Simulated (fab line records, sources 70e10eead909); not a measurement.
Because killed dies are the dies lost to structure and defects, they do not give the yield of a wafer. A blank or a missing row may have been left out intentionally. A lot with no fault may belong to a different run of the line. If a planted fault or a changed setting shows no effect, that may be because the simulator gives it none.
Struck lot and sound lot, side by side :: flow nand_harc :: 14 out of 1302 route steps
Sound: these wafers, L129.2, L129.3, L129.6. Wafers struck: L136.1, L136.2, L136.4. Last of all comes the cause.
Per side, at each step with rows, come the tool, then ch with its chambers, and then its first start. Under that, the readings that differ: sound wafers :: struck wafers :: difference of the means :: sigmas: that difference in standard deviations of wafers without a fault.
alike: a reading whose means differ by less than 2 such deviations, as well as words and numbers matching on both sides. not compared: withheld readings; readings where some wafer has no value; bounds like >300 that might hide an equal value; numbers whose values overlap and for which the record gives no deviation.
Wherever a step has rows on one side only, a row that says differs or no value, or a row with sigmas, the two part there. Numbers that don't overlap but have no deviation are shown without sigmas and don't part them. A reading missing from all wafers of one side parts the sides only when that side holds two or more wafers.

NHARC_A_DECK1_JOINT_CMP_02: polishes SiOx.
  sound on cmp-02 ch 1,3, day 13 21:28; struck on cmp-02 ch 1,2,3, day 16 16:31
  alike: motor_current_A
following that, these wafers have no rows for 1 step: NHARC_A_DECK1_JOINT_SRD_15.
NHARC_A_DECK1_JOINT_DEP_16: deposits SiO2, target thk 45 nm.
  sound on pecvd-04 ch 0,1, day 13 21:52; struck on pecvd-01 ch 0,1, day 16 16:56
  alike: heater_power_w, throttle_valve_pct
NHARC_A_DECK1_JOINT_THK_MEAS_17: measures by ellipsometry.
  struck on film_metro-01, day 16 17:11; sound on film_metro-02, day 13 22:07
  alike: thk_nm
NHARC_A_DECK1_JOINT_INSPECT_05:
  struck on defect_inspect-02, day 16 17:13; sound on defect_inspect-01, day 13 22:10
  alike: raw_defect_count
next comes 1 step that has no rows for these wafers: NHARC_A_ONON_D2_DEP_00 (target thickness 1000 nm).
NHARC_A_ONON_D2_THK_MEAS_02: measures by ellipsometry.
  struck on film_metro-01, day 16 17:48; sound on film_metro-01, day 13 22:44
  alike: thk_nm
next comes 1 step that has no rows for these wafers: NHARC_A_ONON_D2_DEP_03 (target thickness 1000 nm).
NHARC_A_ONON_D2_THK_MEAS_05: measures by ellipsometry.
  struck on film_metro-01, day 16 18:22; sound on film_metro-01, day 13 23:18
reading: thk_nm (nm)
sound: 982 983 982
struck: 1008 1009 1007
difference: +26
sigmas: +3
next comes 1 step that has no rows for these wafers: NHARC_A_ONON_D2_DEP_06 (target thickness 1000 nm).
NHARC_A_ONON_D2_THK_MEAS_08: measures by ellipsometry.
  struck on film_metro-01, day 16 18:56; sound on film_metro-01, day 13 23:52
  alike: thk_nm
NHARC_A_ONON_D2_DEP_09: target thk 1000 nm.
  sound on pecvd_onon-01 ch 0, day 13 23:59; struck on pecvd_onon-03 ch 0, day 16 18:59
NHARC_A_ONON_D2_THK_MEAS_11: measures by ellipsometry.
  struck on film_metro-01, day 16 19:41; sound on film_metro-01, day 14 00:26
reading: thk_nm (nm)
sound: 993 992 992
struck: 325 325 325
difference: -667
sigmas: -61
  not compared: hold
following that, these wafers have no rows for 1 step: NHARC_END_SORT_01.

WHERE THEY PART
Last at NHARC_A_ONON_D2_THK_MEAS_11 as far as this record goes, first at NHARC_A_ONON_D2_THK_MEAS_05.

WHY: what had been put in by the simulator
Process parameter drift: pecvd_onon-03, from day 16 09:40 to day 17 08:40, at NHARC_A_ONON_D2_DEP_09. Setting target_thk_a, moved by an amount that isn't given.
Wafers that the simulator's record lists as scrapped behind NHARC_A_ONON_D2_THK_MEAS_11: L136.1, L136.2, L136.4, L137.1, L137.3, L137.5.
